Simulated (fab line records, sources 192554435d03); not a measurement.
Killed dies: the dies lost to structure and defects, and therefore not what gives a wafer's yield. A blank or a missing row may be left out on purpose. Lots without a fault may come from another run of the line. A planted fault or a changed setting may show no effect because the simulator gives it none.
3 desks looking at one fault | flow n5Finfet | numbers are kept per desk, each desk with only its own; the story behind them comes last

## THE DEFECT DESK
What the inspections along the route counted, lot by lot: means of the sampled wafers that have a number. Marked OUT: a lot whose mean sits more than 4 standard deviations from the usual mean, which makes it out of limits; the brackets give that distance.
Columns: A = rawDefectCount at N5_BEOL_M12_INSPECT_30, usual 1.9
lot  | first seen here | A
L100 | day 11 20:10    | 1.7
L107 | day 13 05:20    | 1.3
L112 | day 14 06:19    | 0.5
L111 | day 14 11:49    | 2.5
L119 | day 16 13:46    | 1.0
L122 | day 17 01:35    | 1.3
Finding of this desk: none of the 6 lots has anything out of limits.

## THE METROLOGY DESK
Means of the sampled wafers that have a number, per lot and without regard to the tool the lot ran on: this is what the gauges read. Marked OUT: a lot whose mean sits more than 4 standard deviations from the usual mean, which makes it out of limits; the brackets give that distance.
Columns: A = cdNm at N5_BEOL_M12_CD_MEAS_28, usual 160.0 nm; B = M12_OVL at N5_BEOL_M12_OVL_MEAS_29, usual -4 nm
lot  | first seen here | A     | B
L100 | day 11 20:07    | 160.1 | -1
L107 | day 13 05:16    | 160.6 | -1
L112 | day 14 06:16    | 160.1 | -2
L111 | day 14 11:46    | 160.8 | -6
L119 | day 16 13:43    | 159.6 | -4
L122 | day 17 01:32    | 159.0 | -5
Finding of this desk: none of the 6 lots has anything out of limits.

## AT THE TOOL OWNER'S DESK: rieDiel-01
The tool's own readings at N5_BEOL_M12_ETCH_68 (etches SOC in N2/H2, time 285 s): means of the sampled wafers that have a number, for each lot that ran on this tool. Marked OUT: a lot whose mean sits more than 4 standard deviations from the usual mean, which makes it out of limits; the brackets give that distance. Shown here are 7 of its 8 readings, the ones lying furthest out on some lot.
Columns: A = chamberPressureMTorr at N5_BEOL_M12_ETCH_68, usual 30.000 mTorr; B = drypumpMotorCurrentA at N5_BEOL_M12_ETCH_68, usual 5.9 A; C = oesProductAu at N5_BEOL_M12_ETCH_68, usual 0.80 a.u.; D = rfVppV at N5_BEOL_M12_ETCH_68, usual 524.0 V; E = showerheadPlenumPTorr at N5_BEOL_M12_ETCH_68, usual 2.56 Torr; F = tempC at N5_BEOL_M12_ETCH_68, usual 40.02 C; G = throttleValvePct at N5_BEOL_M12_ETCH_68, usual 17.8 %
lot  | first seen here | A      | B   | C    | D     | E    | F     | G
L100 | day 11 21:17    | 29.992 | 6.0 | 0.79 | 525.1 | 2.59 | 40.02 | 17.8
L112 | day 14 06:32    | 30.009 | 6.2 | 0.69 | 523.2 | 2.56 | 40.09 | 17.6
L111 | day 14 12:19    | 29.979 | 6.2 | 0.55 | 526.0 | 2.62 | 39.96 | 17.9
Finding of this desk: none of the 3 lots has anything out of limits.

## BROUGHT TOGETHER
The defect desk saw nothing out of limits.
Metrology desk: nothing out of limits seen.
The desk of the tool owner found nothing out of limits.

## WHAT WAS PUT IN BY THE SIMULATOR
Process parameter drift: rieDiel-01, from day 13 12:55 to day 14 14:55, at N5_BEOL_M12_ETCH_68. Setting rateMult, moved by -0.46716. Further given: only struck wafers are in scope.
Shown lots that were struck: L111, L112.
